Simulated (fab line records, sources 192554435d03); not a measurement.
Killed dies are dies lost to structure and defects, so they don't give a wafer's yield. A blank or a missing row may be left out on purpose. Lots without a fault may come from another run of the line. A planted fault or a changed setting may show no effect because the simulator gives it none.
fab line records | flow n5_finfet
record lots=8 wafers=24 last_day=18
route steps=1938 shown FIN_SAQP@100 BEOL_M4@1111 PASSIVATION@1936
lots that met no fault: from a run of the same line without faults
start_h: hours from the record's first day to the start of the lot's first wafer shown | wait_h: hours since the lot's step before | " the same as in the row above | L1.1+2: a row that stands for several wafers | - no value, or no start given | * or withheld: withheld | < > ~ a bound
route shown NAME@n: a module of which the file shows steps, and the number in the route of the first | usual: mean/standard deviation of fault-free wafers | same: alike in all rows | chamber/n: place in a boat | sites: the reading at each site | _std_site: their standard deviation | _edge_site: outer sites' mean less inner sites' | radius_mm: how far each site lies from the wafer's centre | mask NAME#n: copy n | behind: the tool/chamber that last shaped the wafer | hold: why the lot was held/for how many hours/how that ended | device: the transistor (n, p or np) that didn't switch | end of line: the same wafers' tests at the end of the route | a step without rows: its recipe alone | killed: dies lost to structure and defects at the first sort, not the wafer's yield | map: a wafer's dies, x killed, . not, _ none there
set.NAME: the setting as run; set.NAME@STEP: as run at that earlier step | model.NAME: the simulator's own value behind a step, which no gauge read
steps of the route over a sample of lots; a table a step, a row a wafer
services: from which hour (start_h, from the record's first day; less than 0 if before it) a tool's chamber was out of use, for how many hours, and why
## steps
# step N5_FIN_SAQP_PECVD_06
# recipe material=a-Si target_thk_a=600 temp_c=400 precursor=SiH4/He pressure_torr=3 rf_w=100 time_s=48.1
# usual chamber_pressure_Torr=3.000/0.0064 heater_power_w=852/110 showerhead_plenum_p_Torr=5.64/0.046 throttle_valve_pct=17.8/0.65
# columns lot.wafer tool chamber start_h wait_h chamber_pressure_Torr heater_power_w showerhead_plenum_p_Torr throttle_valve_pct
L435.1 pecvd-02 2 45.75 0.0 3.003 837 5.56 17.7
L435.2 " 0 " " 2.992 731 5.69 18.1
L435.5 " 1 " " 3.002 958 5.67 18.7
L440.1 pecvd-02 1 75.02 0.0 2.994 996 5.69 18.5
L440.3 " 0 " " 3.005 700 5.68 17.7
L440.4 " 0 " " 2.999 714 5.67 18.0
L442.3 pecvd-01 1 87.69 0.0 3.003 794 5.62 18.1
L442.4 " 0 " " 3.014 818 5.64 18.0
L442.5 " 1 " " 3.006 792 5.62 18.5
L443.4 pecvd-04 2 95.66 0.0 2.989 928 5.71 16.4
L443.5 " 0 " " 3.001 771 5.57 18.5
L443.6 " 1 " " 2.995 1062 5.59 17.5
L444.1 pecvd-01 2 100.43 0.0 3.008 963 5.64 17.5
L444.2 " 1 " " 2.989 886 5.62 18.3
L444.5 " 0 " " 2.999 830 5.65 18.2
L451.1 pecvd-02 2 143.01 0.0 3.002 850 5.59 17.9
L451.2 " 0 " " 2.992 636 5.68 17.8
L451.6 " 1 " " 2.988 950 5.69 18.8
L452.2 pecvd-02 1 148.74 0.0 2.988 1009 5.69 18.5
L452.3 " 2 " " 3.003 835 5.60 17.9
L452.5 " 0 " " 3.000 703 5.69 18.0
L454.1 pecvd-04 0 161.41 0.0 3.004 726 5.57 18.6
L454.4 " 2 " " 2.997 840 5.71 16.4
L454.6 " 0 " " 3.013 710 5.57 18.6
# step N5_FIN_SAQP_OVL_MEAS_17
# recipe points_per_wafer=44
# usual FIN_CORE_OVL=0.2/0.82
# columns lot.wafer tool chamber start_h wait_h FIN_CORE_OVL[nm]
L435.1 overlay-02 0 46.24 0.0 0.0
L435.2 " 0 " " 0.3
L435.5 " 0 " " 1.2
L440.1 overlay-02 0 75.63 0.0 -0.1
L440.3 " 0 " " 0.9
L440.4 " 0 " " -0.4
L442.3 overlay-02 0 88.30 0.0 -0.3
L442.4 " 0 " " 1.7
L442.5 " 0 " " -0.6
L443.4 overlay-01 0 96.28 0.0 0.6
L443.5 " 0 " " 0.2
L443.6 " 0 " " 0.6
L444.1 overlay-01 0 101.04 0.0 1.1
L444.2 " 0 " " 0.6
L444.5 " 0 " " 1.8
L451.1 overlay-01 0 143.62 0.0 0.4
L451.2 " 0 " " -0.1
L451.6 " 0 " " -0.2
L452.2 overlay-01 0 149.36 0.0 0.6
L452.3 " 0 " " 1.7
L452.5 " 0 " " 1.1
L454.1 overlay-02 0 162.02 0.0 0.7
L454.4 " 0 " " 1.3
L454.6 " 0 " " 0.0
# step N5_FIN_SAQP_ETCH_51
# recipe chemistry=CF4 target=SiARC target_depth_a=455 mask_material=CAR-ArF time_s=75.8 ion_energy_ev=80 pressure_mtorr=40 source_w=545 bias_w=36 Ar_flow_sccm=100 cf4_flow_sccm=100 ends=cleared
# usual bias_w=36.00/0.11 cf4_flow_sccm=99.95/0.27 drypump_motor_current_A=5.9/0.35 etch_rf_on_time_s=75.8/1.1 oes_product_au=0.65/0.067 rf_vpp_V=183.7/1.3 showerhead_plenum_p_Torr=2.11/0.086 throttle_valve_pct=15.70/0.23
# columns lot.wafer tool chamber start_h wait_h bias_w cf4_flow_sccm drypump_motor_current_A etch_rf_on_time_s oes_product_au rf_hours_counter_h rf_vpp_V showerhead_plenum_p_Torr throttle_valve_pct
L435.1 rie_diel-03 2 46.38 0.0 35.85 99.75 6.2 74.3 0.68 115 182.8 1.99 15.76
L435.2 " 1 " " 35.98 99.54 5.9 75.7 0.61 211 184.7 2.21 16.09
L435.5 " 3 " " 35.91 100.10 6.2 73.8 0.70 - 186.4 2.26 15.77
L440.1 rie_diel-03 1 75.72 0.0 35.95 99.21 5.9 75.8 0.60 223 184.6 2.20 16.11
L440.3 " 0 " " 36.04 100.12 5.6 75.2 0.63 179 184.1 2.13 15.52
L440.4 " 1 " " 36.11 99.31 5.9 76.2 0.60 - 185.1 2.20 16.10
L442.3 rie_diel-03 0 88.39 0.0 - - - - - - - - -
L442.4 " 1 " " - - - - - - - - -
L442.5 " 2 " " - - - - - - - - -
L443.4 rie_diel-03 2 96.37 0.0 - - - - - - - - -
L443.5 " 0 " " - - - - - - - - -
L443.6 " 3 " " - - - - - - - - -
L444.1 rie_diel-03 0 101.78 0.0 - - - - - - - - -
L444.2 " 1 " " - - - - - - - - -
L444.5 " 2 " " - - - - - - - - -
L451.1 rie_diel-06 1 143.83 0.0 36.07 100.02 5.4 72.8 0.80 17 185.9 2.27 15.35
L451.2 " 0 " " 35.92 99.84 5.8 75.7 0.71 84 183.5 2.08 15.43
L451.6 " 0 " " 36.08 99.75 5.8 76.2 0.71 - 183.6 2.08 15.44
L452.2 rie_diel-03 2 149.45 0.0 35.86 100.20 6.2 76.7 0.64 157 181.8 1.98 15.84
L452.3 " 3 " " 36.03 99.97 6.2 75.0 0.68 102 185.6 2.25 15.83
L452.5 " 3 " " 35.93 99.75 6.2 74.9 0.67 - 184.6 2.25 15.83
L454.1 rie_diel-03 2 163.44 0.0 35.94 99.80 6.1 77.5 0.63 165 181.8 1.98 15.85
L454.4 " 1 " " 36.03 100.55 5.9 74.2 0.84 3 185.4 2.19 15.69
L454.6 " 0 " " 36.07 100.20 5.5 77.2 0.60 - 182.9 2.12 15.60
# step N5_FIN_SAQP_ETCH_52
# recipe chemistry=N2/H2 target=SOC target_depth_a=1000 overetch_a=200 mask_material=SiARC temp_c=40 time_s=150 ion_energy_ev=200 pressure_mtorr=30 source_w=840 bias_w=150 n2_flow_sccm=200 h2_flow_sccm=200 ends=end_point
# usual bias_w=150.0/0.45 chamber_pressure_mTorr=30.002/0.027 drypump_motor_current_A=5.9/0.35 oes_product_au=0.68/0.066 rf_vpp_V=523/3.2 showerhead_plenum_p_Torr=2.51/0.11 throttle_valve_pct=17.93/0.24
# columns lot.wafer tool chamber start_h wait_h bias_w chamber_pressure_mTorr drypump_motor_current_A oes_product_au rf_hours_counter_h rf_vpp_V showerhead_plenum_p_Torr throttle_valve_pct
L435.1 rie_diel-03 2 46.43 0.0 149.5 30.036 6.2 0.71 115 518 2.36 17.98
L435.2 " 1 " " 149.3 29.924 5.9 0.64 211 529 2.63 18.36
L435.5 " 3 " " 150.5 29.970 6.1 0.72 - 529 2.69 17.93
L440.1 rie_diel-03 1 75.78 0.0 150.6 29.957 5.9 0.63 223 527 2.62 18.37
L440.3 " 0 " " 150.6 30.017 5.5 0.66 179 523 2.53 17.70
L440.4 " 1 " " 149.7 30.006 5.9 0.62 - 525 2.63 18.38
L442.3 rie_diel-03 0 88.45 0.0 149.8 30.018 5.6 0.27 184 522 2.53 17.64
L442.4 " 1 " " 150.0 29.997 5.9 0.26 229 526 2.62 18.35
L442.5 " 2 " " 149.1 29.993 6.1 0.29 - 519 2.35 17.95
L443.4 rie_diel-03 2 96.42 0.0 149.8 29.975 6.2 0.30 133 519 2.35 17.95
L443.5 " 0 " " 150.1 30.008 5.6 0.28 - 524 2.53 17.64
L443.6 " 3 " " 149.7 30.007 6.1 0.30 - 528 2.68 17.91
L444.1 rie_diel-03 0 101.84 0.0 150.0 30.016 5.5 0.27 189 523 2.53 17.65
L444.2 " 1 " " 150.3 30.052 5.9 0.25 233 526 2.62 18.35
L444.5 " 2 " " 150.5 30.042 6.2 0.29 - 518 2.35 17.95
L451.1 rie_diel-06 1 143.89 0.0 149.6 30.012 5.4 0.82 17 528 2.71 17.72
L451.2 " 0 " " 149.7 30.024 5.8 0.75 84 522 2.46 17.65
L451.6 " 0 " " 149.8 29.992 5.8 0.74 - 522 2.46 17.66
L452.2 rie_diel-03 2 149.50 0.0 149.3 30.023 6.1 0.67 157 516 2.34 18.05
L452.3 " 3 " " 149.8 30.011 6.1 0.70 102 528 2.67 18.00
L452.5 " 3 " " 149.5 30.011 6.2 0.70 - 528 2.67 17.99
L454.1 rie_diel-03 2 163.49 0.0 150.4 30.051 6.2 0.67 165 518 2.34 18.07
L454.4 " 1 " " 149.4 30.008 5.9 0.86 4 527 2.61 18.04
L454.6 " 0 " " 149.9 30.070 5.5 0.64 - 523 2.51 17.74
# step N5_FIN_SAQP_CD_MEAS_27
# recipe target_cd_nm=20 landing_energy_ev=1000 detector=se_inlens polarity=line
# usual cd_nm=20.35/0.2
# columns lot.wafer tool chamber start_h wait_h cd_nm
L435.1 cd_sem-01 0 48.58 0.1 20.40
L435.2 " 0 " " 20.17
L435.5 " 0 " " 20.07
L440.1 cd_sem-03 0 77.87 0.1 20.41
L440.3 " 0 " " 20.36
L440.4 " 0 " " 20.35
L442.3 cd_sem-03 0 90.66 0.1 -
L442.4 " 0 " " -
L442.5 " 0 " " -
L443.4 cd_sem-03 0 100.04 0.1 -
L443.5 " 0 " " -
L443.6 " 0 " " -
L444.1 cd_sem-01 0 103.84 0.1 -
L444.2 " 0 " " -
L444.5 " 0 " " -
L451.1 cd_sem-01 0 146.01 0.1 20.51
L451.2 " 0 " " 20.27
L451.6 " 0 " " 20.04
L452.2 cd_sem-03 0 151.53 0.1 20.53
L452.3 " 0 " " 20.59
L452.5 " 0 " " 20.64
L454.1 cd_sem-02 0 165.60 0.1 20.24
L454.4 " 0 " " 20.07
L454.6 " 0 " " 20.41
# step N5_FIN_SAQP_ETCH_69
# recipe chemistry=N2/H2 target=SOC target_depth_a=1500 stop_on=SiNx ion_energy_ev=100 bias_w=61 pressure_mtorr=30 source_w=850 n2_flow_sccm=200 h2_flow_sccm=200
# usual bias_w=60.98/0.18 chamber_pressure_mTorr=30.005/0.027 drypump_motor_current_A=5.9/0.34 oes_product_au=0.75/0.072 rf_vpp_V=240.1/1.7 showerhead_plenum_p_Torr=2.50/0.11 throttle_valve_pct=17.93/0.25
# columns lot.wafer tool chamber start_h wait_h bias_w chamber_pressure_mTorr drypump_motor_current_A oes_product_au rf_hours_counter_h rf_vpp_V showerhead_plenum_p_Torr throttle_valve_pct
L435.1 rie_diel-05 0 49.36 - 60.96 30.007 5.3 0.73 192 237.8 2.42 18.29
L435.2 " 3 " " 60.74 29.995 5.8 0.71 226 240.6 2.41 17.76
L435.5 " 1 " " 60.92 29.992 5.9 0.71 - 240.1 2.43 17.47
L440.1 rie_diel-06 3 78.59 - 60.93 29.985 6.4 0.69 228 238.9 2.52 18.01
L440.3 " 0 " " 60.83 30.004 5.8 0.86 59 237.9 2.47 17.61
L440.4 " 2 " " 61.08 30.057 6.3 0.71 211 241.0 2.52 17.97
L442.3 rie_diel-03 1 91.37 - 60.91 30.029 5.9 0.70 229 240.4 2.62 18.40
L442.4 " 2 " " 61.29 29.981 6.1 0.77 132 237.7 2.35 17.99
L442.5 " 3 " " 60.99 29.997 6.1 0.80 - 241.8 2.68 17.95
L443.4 rie_diel-05 0 101.04 - 61.09 30.011 5.3 0.72 208 238.9 2.42 18.33
L443.5 " 0 " " 60.96 29.974 5.3 0.72 - 238.6 2.42 18.31
L443.6 " 3 " " 60.95 30.013 5.8 0.69 - 238.5 2.40 17.78
L444.1 rie_diel-05 2 104.57 - 61.27 29.958 5.4 0.68 247 238.4 2.40 17.90
L444.2 " 3 " " 60.90 30.007 5.8 0.68 243 238.9 2.40 17.78
L444.5 " 0 " " 60.81 30.018 5.3 0.72 - 238.9 2.42 18.33
L451.1 rie_diel-06 1 146.79 - 61.30 29.996 5.4 0.91 19 243.9 2.71 17.73
L451.2 " 0 " " 61.09 29.963 5.8 0.82 86 239.7 2.46 17.63
L451.6 " 0 " " 61.19 30.005 5.8 0.81 - 240.3 2.46 17.64
L452.2 rie_diel-03 0 153.08 - 60.94 30.009 5.5 0.71 214 239.6 2.52 17.76
L452.3 " 2 " " 61.01 30.021 6.1 0.75 159 237.6 2.34 18.04
L452.5 " 0 " " 60.67 30.009 5.6 0.71 - 240.6 2.52 17.74
L454.1 rie_diel-06 0 166.37 - 60.71 29.982 5.8 0.81 99 238.3 2.46 17.68
L454.4 " 3 " " 61.05 30.029 6.4 0.92 - 238.3 2.51 17.63
L454.6 " 1 " " 61.61 29.967 5.4 0.88 - 241.5 2.70 17.76
# step N5_BEOL_M4_RC_MEAS_101
# usual DIBL_N=35.9/1.3 DIBL_P=36.3/1.5 IOFF_N=0.153/0.023 IOFF_P=0.208/0.028 ION_N=672/9.7 ION_P=462/6.6 SS_N=71.5/0.53 SS_P=73.3/0.59 VT_N=250.4/2.7 VT_P=-250.5/3
# columns lot.wafer tool chamber start_h wait_h DIBL_N[mV/V] DIBL_P[mV/V] IOFF_N[nA/um] IOFF_P[nA/um] ION_N[uA/um] ION_P[uA/um] SS_N[mV/dec] SS_P[mV/dec] VT_N[mV] VT_P[mV]
L435.1 prober-02 0 203.83 0.0 35.4 35.4 0.143 0.196 674 466 71.4 72.8 250.7 -251.0
L435.2 " 0 " " 35.8 35.4 0.147 0.200 677 456 70.9 72.8 249.8 -250.4
L435.5 " 0 " " 35.4 35.4 0.144 0.190 669 460 71.3 72.3 251.7 -251.9
L440.1 prober-02 0 227.20 0.0 35.7 35.8 0.135 0.180 675 460 71.3 73.6 253.1 -249.9
L440.3 " 0 " " 37.4 38.7 0.173 0.224 684 471 71.7 73.5 247.8 -248.1
L440.4 " 0 " " 37.4 38.2 0.169 0.213 686 464 71.9 73.1 247.4 -251.0
L451.1 prober-01 0 309.20 0.0 35.8 38.0 0.168 0.216 673 462 71.5 73.4 249.3 -252.6
L451.2 " 0 " " 32.8 34.6 0.121 0.176 669 460 71.3 72.8 251.3 -253.5
L451.6 " 0 " " 34.9 37.1 0.152 0.203 685 474 71.5 73.5 252.4 -249.4
L452.2 prober-02 0 313.32 0.2 37.1 38.5 0.190 0.239 690 472 71.4 74.4 247.0 -248.6
L452.3 " 0 " " 36.4 37.5 0.170 0.215 691 468 71.4 74.6 248.6 -250.0
L452.5 " 0 " " 36.6 37.4 0.165 0.209 679 462 71.7 73.0 249.0 -248.8
L454.1 prober-02 0 336.40 0.0 35.8 35.8 0.145 0.211 689 473 70.6 72.9 248.5 -249.6
L454.4 " 0 " " 35.0 34.7 0.134 0.189 679 469 70.9 72.8 250.8 -249.5
L454.6 " 0 " " 35.3 34.6 0.136 0.192 672 462 70.7 73.1 250.5 -249.6
# step N5_PASSIVATION_PROBE_49
# usual defect_limited_yield=91.1/1.5 killed_at_M0_to_M3=35/9.5 killed_at_M4_up=13/5.2 killed_at_contacts=12/6.1 killed_at_front_end=41/14 killed_at_other=3.8/2.9 killed_dies=105/17 killed_on_rim=13/4.1 killed_open=70/13 killed_short=33/8.4 sort_bin_5_function=5.1/0.97 sort_bin_6_memory=3.4/0.69 sort_n_pass=1075/17 sort_yield_pct=91.1/1.5
# same gross_dies=1180 killed_at_back_side=0 sort_bin_4_leakage[%]=0 sort_bin_8_speed[%]=0
# columns lot.wafer tool chamber start_h wait_h defect_limited_yield[%] killed_at_M0_to_M3 killed_at_M4_up killed_at_contacts killed_at_front_end killed_at_other killed_dies killed_on_rim killed_open killed_short sort_bin_5_function[%] sort_bin_6_memory[%] sort_n_pass sort_yield_pct[%]
L440.1 prober-01 - 337.05 0.0 91.7 28 10 13 46 1 98 11 76 21 4.6 3.6 1082 91.7
L440.3 prober-01 - 337.15 0.1 93.1 25 10 8 37 2 82 18 51 29 3.8 3.1 1098 93.1
L440.4 prober-01 - 337.20 0.2 92.9 33 9 8 34 0 84 10 47 35 3.7 2.9 1096 92.9
L442.3 prober-01 - 354.44 0.1 0 43 16 10 1108 3 1180 152 65 36 96.5 3.2 0 0
L442.4 prober-01 - 354.49 0.2 0 35 16 19 1106 4 1180 152 74 28 96.7 3.2 0 0
L442.5 prober-01 - 354.54 0.2 0 34 16 10 1119 1 1180 152 63 34 96.4 3.1 0 0
L443.4 prober-01 - 355.32 0.2 0 40 11 14 1105 10 1180 152 64 38 96.5 3.1 0 0
L443.5 prober-01 - 355.37 0.2 0 37 7 6 1123 7 1180 152 54 31 96.4 3.1 0 0
L443.6 prober-01 - 355.42 0.3 0 31 12 20 1108 9 1180 152 80 38 95.3 4.7 0 0
L444.1 prober-01 - 373.97 0.0 0 35 13 20 1105 7 1180 152 83 44 95.3 4.1 0 0
L444.2 prober-01 - 374.02 0.1 0 34 11 8 1121 6 1180 152 72 38 95.2 4.6 0 0
L444.5 prober-01 - 374.17 0.2 0 40 16 14 1110 0 1180 152 85 31 96.2 3.5 0 0
# killed by level:class
L440.1 STI_FIN_REVEAL:geometric_particle:open=19 BEOL_M3:geometric_particle:open=11 MOL_CONTACT_COAG:geometric_particle:open=11 FIN_SAQP:geometric_particle:open=8 BEOL_M0_SAQP:geometric_particle:open=8 BEOL_M4:geometric_particle:open=6 FIN_SAQP:geometric_particle:short=4 STARTING-WAFER:geometric_particle:short=4
L440.3 STI_FIN_REVEAL:geometric_particle:open=9 FIN_SAQP:geometric_particle:open=8 MOL_CONTACT_COAG:geometric_particle:open=7 BEOL_M0_SAQP:geometric_particle:short=7 BEOL_M3:geometric_particle:open=7 FIN_SAQP:geometric_particle:short=6 BEOL_M0_SAQP:geometric_particle:open=4 GATE_CUT:geometric_particle:short=3
L440.4 BEOL_M3:geometric_particle:open=10 BEOL_M0_SAQP:geometric_particle:short=9 STI_FIN_REVEAL:geometric_particle:open=7 FIN_SAQP:geometric_particle:open=6 FIN_SAQP:geometric_particle:short=5 BEOL_M3:geometric_particle:short=5 STARTING-WAFER:geometric_particle:short=5 MOL_CONTACT_COAG:geometric_particle:short=4
L442.3 FIN_SAQP:area_etch=1079 BEOL_M0_SAQP:geometric_particle:short=12 BEOL_M0_SAQP:geometric_particle:open=10 BEOL_M4:geometric_particle:open=8 MOL_CONTACT_COAG:geometric_particle:open=7 BEOL_M2:geometric_particle:open=6 BEOL_M3:geometric_particle:open=6 STARTING-WAFER:geometric_particle:short=5
L442.4 FIN_SAQP:area_etch=1078 MOL_CONTACT_COAG:geometric_particle:open=17 BEOL_M0_SAQP:geometric_particle:short=11 BEOL_M0_SAQP:geometric_particle:open=11 STI_FIN_REVEAL:geometric_particle:open=9 FIN_SAQP:geometric_particle:short=5 FIN_SAQP:geometric_particle:open=5 BEOL_M3:geometric_particle:open=5
L442.5 FIN_SAQP:area_etch=1081 BEOL_M0_SAQP:geometric_particle:short=10 BEOL_M0_SAQP:geometric_particle:open=9 FIN_SAQP:geometric_particle:open=8 MOL_CONTACT_COAG:geometric_particle:open=8 FIN_SAQP:geometric_particle:short=6 STI_FIN_REVEAL:geometric_particle:open=6 GATE_CUT:geometric_particle:open=5
L443.4 FIN_SAQP:area_etch=1076 STI_FIN_REVEAL:geometric_particle:open=13 MOL_CONTACT_COAG:geometric_particle:open=13 BEOL_M0_SAQP:geometric_particle:short=11 BEOL_M0_SAQP:geometric_particle:open=8 BEOL_M1:geometric_particle:open=6 BEOL_M2:geometric_particle:short=6 BEOL_M7:geometric_particle:open=5
L443.5 FIN_SAQP:area_etch=1093 STI_FIN_REVEAL:geometric_particle:open=11 BEOL_M0_SAQP:geometric_particle:open=10 BEOL_M0_SAQP:geometric_particle:short=9 BEOL_M1:geometric_particle:open=9 STI_FIN_REVEAL:geometric_particle:short=5 GATE_CUT:geometric_particle:short=5 MOL_CONTACT_COAG:geometric_particle:open=5
L443.6 FIN_SAQP:area_etch=1060 STI_FIN_REVEAL:geometric_particle:open=13 MOL_CONTACT_COAG:geometric_particle:open=12 BEOL_M1:geometric_particle:open=10 DUMMY_GATE:geometric_particle:open=9 MOL_CONTACT_COAG:geometric_particle:short=8 BEOL_M0_SAQP:geometric_particle:open=6 BEOL_M4:geometric_particle:open=6
L444.1 FIN_SAQP:area_etch=1051 MOL_CONTACT_COAG:geometric_particle:open=16 GATE_CUT:geometric_particle:short=13 BEOL_M3:geometric_particle:open=11 STI_FIN_REVEAL:geometric_particle:open=8 GATE_CUT:geometric_particle:open=8 DUMMY_GATE:geometric_particle:open=6 BEOL_M3:geometric_particle:short=6
L444.2 FIN_SAQP:area_etch=1069 BEOL_M3:geometric_particle:open=17 GATE_CUT:geometric_particle:open=10 GATE_CUT:geometric_particle:short=10 DUMMY_GATE:geometric_particle:open=8 FIN_SAQP:geometric_particle:open=7 FIN_SAQP:geometric_particle:short=6 MOL_CONTACT_COAG:geometric_particle:open=5
L444.5 FIN_SAQP:area_etch=1061 MOL_CONTACT_COAG:geometric_particle:open=11 STI_FIN_REVEAL:geometric_particle:open=11 BEOL_M3:geometric_particle:open=11 FIN_SAQP:geometric_particle:short=9 BEOL_M0:geometric_particle:open=8 FIN_SAQP:geometric_particle:open=7 GATE_CUT:geometric_particle:open=7
## services
# columns tool chamber start_h hours kind
rie_diel-03 1 31.15 8.8 repair
rie_diel-05 - 47.80 1.1 repair
pecvd-04 1 53.59 4.6 repair
rie_diel-03 3 54.33 32.3 repair
rie_diel-06 1 87.45 - clean
rie_diel-06 1 87.45 - consumable_replace:focus_ring
rie_diel-06 1 87.45 - consumable_replace:showerhead
rie_diel-06 1 87.45 24.6 scheduled_down
rie_diel-06 1 87.45 24.6 vent_cycle
pecvd-01 - 111.50 10.5 repair
pecvd-02 - 115.42 1.9 repair
rie_diel-05 - 117.79 14.6 pm
rie_diel-06 0 131.83 6.3 repair
rie_diel-03 1 141.03 - clean
rie_diel-03 1 141.03 - consumable_replace:focus_ring
rie_diel-03 1 141.03 15.4 scheduled_down
rie_diel-03 1 141.03 15.4 vent_cycle
rie_diel-06 3 142.93 - clean
rie_diel-06 3 142.93 - consumable_replace:focus_ring
rie_diel-06 3 142.93 10.0 scheduled_down
rie_diel-06 3 142.93 10.0 vent_cycle
rie_diel-05 - 143.02 12.1 repair
pecvd-01 - 151.25 28.1 pm
rie_diel-03 0 160.20 1.9 repair
## key
first_sign step=N5_FIN_SAQP_ETCH_51 reading=tool_record direction=missing
effect step=N5_FIN_SAQP_ETCH_52 reading=oes_product_au direction=down sigmas=6 usual=0.68 struck=0.28
effect step=N5_FIN_SAQP_CD_MEAS_27 reading=cd_nm direction=missing
effect step=N5_PASSIVATION_PROBE_49 reading=sort_bin_5_function direction=up sigmas=94 usual=5.1 struck=96.1
more_kills_born_at N5_FIN_SAQP_ETCH_51@rie_diel-03=9648
met_at N5_FIN_SAQP_ETCH_51
struck_lots L442,L443,L444
later_rows_left_out L442.3,L442.4,L442.5,L443.4,L443.5,L443.6,L444.1,L444.2,L444.5
not_acting_at N5_FIN_SAQP_PECVD_06,N5_FIN_SAQP_OVL_MEAS_17,N5_FIN_SAQP_ETCH_69
onset_between 75.72 88.39
fault kind=skipped_step_whole tool=rie_diel-03 chamber=- onset_h=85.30 steps=N5_FIN_SAQP_ETCH_51 scope=struck_lots_only
# later_rows_left_out: the simulator's readings of these wafers behind a module that went badly wrong aren't trusted and aren't shown, but for the sort
